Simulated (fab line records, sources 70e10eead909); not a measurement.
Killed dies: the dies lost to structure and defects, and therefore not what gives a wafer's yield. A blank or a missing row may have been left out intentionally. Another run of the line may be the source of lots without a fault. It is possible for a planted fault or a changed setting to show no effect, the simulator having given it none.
Matching of chambers :: flow nand_harc :: NHARC_P_M1_PRE_CLEAN_32 on pecvd-01: 3 sister chambers
The step time 12 s. 6 wafers are shown with their chamber, then 11 later ones without.

== WAFERS WITH THEIR CHAMBER ==
wafer: L088.2
chamber: 1
heater_power_w (W): 662

wafer: L091.5
chamber: 0
heater_power_w (W): 671

wafer: L092.1
chamber: 0
heater_power_w (W): 612

wafer: L092.2
chamber: 1
heater_power_w (W): 605

wafer: L092.5
chamber: 2
heater_power_w (W): 619

wafer: L092.3
chamber: 2
heater_power_w (W): 650

== WAFERS WITHOUT THEIR CHAMBER ==
wafer: L092.4
heater_power_w (W): 602

wafer: L092.6
heater_power_w (W): 612

wafer: L094.1
heater_power_w (W): 620

wafer: L094.3
heater_power_w (W): 568

wafer: L094.5
heater_power_w (W): 602

wafer: L094.2
heater_power_w (W): 668

wafer: L094.4
heater_power_w (W): 582

wafer: L094.6
heater_power_w (W): 666

wafer: L095.3
heater_power_w (W): 579

wafer: L095.4
heater_power_w (W): 605

wafer: L095.5
heater_power_w (W): 621

== EACH ONE'S CHAMBER ==
wafer: L092.4
from the rows above: can't be placed: 1 or 2 or 0
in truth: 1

wafer: L092.6
from the rows above: can't be placed: 1 or 2 or 0
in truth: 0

wafer: L094.1
from the rows above: can't be placed: 1 or 2 or 0
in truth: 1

wafer: L094.3
from the rows above: can't be placed: 1 or 2 or 0
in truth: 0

wafer: L094.5
from the rows above: can't be placed: 1 or 2 or 0
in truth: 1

wafer: L094.2
from the rows above: can't be placed: 0 or 2 or 1
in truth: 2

wafer: L094.4
from the rows above: can't be placed: 1 or 2 or 0
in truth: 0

wafer: L094.6
from the rows above: can't be placed: 0 or 2 or 1
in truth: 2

wafer: L095.3
from the rows above: can't be placed: 1 or 2 or 0
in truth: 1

wafer: L095.4
from the rows above: can't be placed: 1 or 2 or 0
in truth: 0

wafer: L095.5
from the rows above: can't be placed: 1 or 2 or 0
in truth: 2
Correctly placed: 0 of 11. Cannot be placed on the basis of these rows: 11; the candidates contain the true chamber in 11. Wrongly placed: 0.
How it was worked out, from the rows above alone: a wafer's distance from a chamber is the root of the sum, over the readings, of the square of ((its reading less the chamber's mean) divided by the reading's scatter). If the next closest chamber is less than 2 further off than the closest, the wafer can't be placed; otherwise it belongs to the closest. For every chamber, the mean is computed from those of its wafers that are shown. The scatter is the square root of a quotient: the sum, over the shown wafers, of each reading's squared deviation from its chamber's mean, divided by wafers minus chambers.
